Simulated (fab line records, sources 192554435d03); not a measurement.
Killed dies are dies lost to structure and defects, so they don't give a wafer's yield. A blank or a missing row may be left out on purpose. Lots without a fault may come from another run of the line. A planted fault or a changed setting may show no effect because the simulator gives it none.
One fault seen from 2 desks | flow n5_finfet | each desk has only its own numbers; what lay behind them comes last

THE DEFECT DESK
What the inspections along the route counted, lot by lot: means of the sampled wafers that have a number. A lot is out of limits, marked OUT, if its mean lies more than 4 standard deviations from the usual mean; the brackets give that distance.
Columns: A = raw_defect_count at N5_BEOL_M14_INSPECT_30, usual 2.0
lot  | first seen here | A
L872 | day 10 22:37    | 1.7
L871 | day 11 03:10    | 1.7
L875 | day 12 05:13    | 3.7
L874 | day 12 17:19    | 1.5
L880 | day 13 09:02    | 2.0
L885 | day 15 00:56    | 1.3
L887 | day 15 07:12    | 2.3
L886 | day 15 08:11    | 2.0
L889 | day 15 16:33    | 1.7
L890 | day 16 02:49    | 1.7
L892 | day 16 20:35    | 2.0
This desk's finding: nothing out of limits on any of the 11 lots.

THE TOOL OWNER'S DESK: rie_diel-06
The tool's own readings at N5_BEOL_M14_ETCH_59 (etches BARC in N2/H2, target depth 89 nm, overetch 26.7 nm, time 67.9 s): means of the sampled wafers that have a number, for each lot that ran on this tool. A lot is out of limits, marked OUT, if its mean lies more than 4 standard deviations from the usual mean; the brackets give that distance.
Columns: A = drypump_motor_current_A at N5_BEOL_M14_ETCH_59, usual 5.7 A; B = oes_product_au at N5_BEOL_M14_ETCH_59, usual 0.67 a.u.; C = rf_vpp_V at N5_BEOL_M14_ETCH_59, usual 523.5 V; D = run_length_s at N5_BEOL_M14_ETCH_59, usual 91.3 s; E = showerhead_plenum_p_Torr at N5_BEOL_M14_ETCH_59, usual 2.53 Torr; F = throttle_valve_pct at N5_BEOL_M14_ETCH_59, usual 17.80 %
lot  | first seen here | A   | B    | C     | D               | E    | F
L872 | day 10 21:50    | 5.7 | 0.62 | 522.9 | 92.0            | 2.49 | 17.61
L871 | day 11 02:15    | 5.8 | 0.67 | 523.6 | 91.8            | 2.55 | 17.64
L874 | day 12 16:25    | 5.8 | 0.62 | 523.2 | 105.9 (+32) OUT | 2.50 | 17.76
L880 | day 13 08:07    | 5.0 | 0.66 | 526.0 | 119.4 (+61) OUT | 2.59 | 17.70
L892 | day 16 19:40    | 5.7 | 0.74 | 526.8 | 91.4            | 2.66 | 17.63
This desk's finding: out of limits on L874, L880; first on L874, day 12 16:25 (run_length_s at N5_BEOL_M14_ETCH_59). In limits: L872, L871, L892.

PUT TOGETHER
The tool owner's desk could have raised an alarm at day 12 16:25, on L874, L880.
The defect desk saw nothing out of limits.
The defect desk has L874, L880 on record, within its limits.
Of the lots named, all ran N5_BEOL_M14_ETCH_59 on rie_diel-06.

WHAT THE SIMULATOR HAD PUT IN
Process parameter drift: rie_diel-06, from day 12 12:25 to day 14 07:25, at N5_BEOL_M14_ETCH_59. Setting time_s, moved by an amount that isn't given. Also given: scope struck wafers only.
Lots struck among those shown: L874, L880.
Hours from the fault's start to each desk's first reading out of limits: the tool owner's desk, 4.
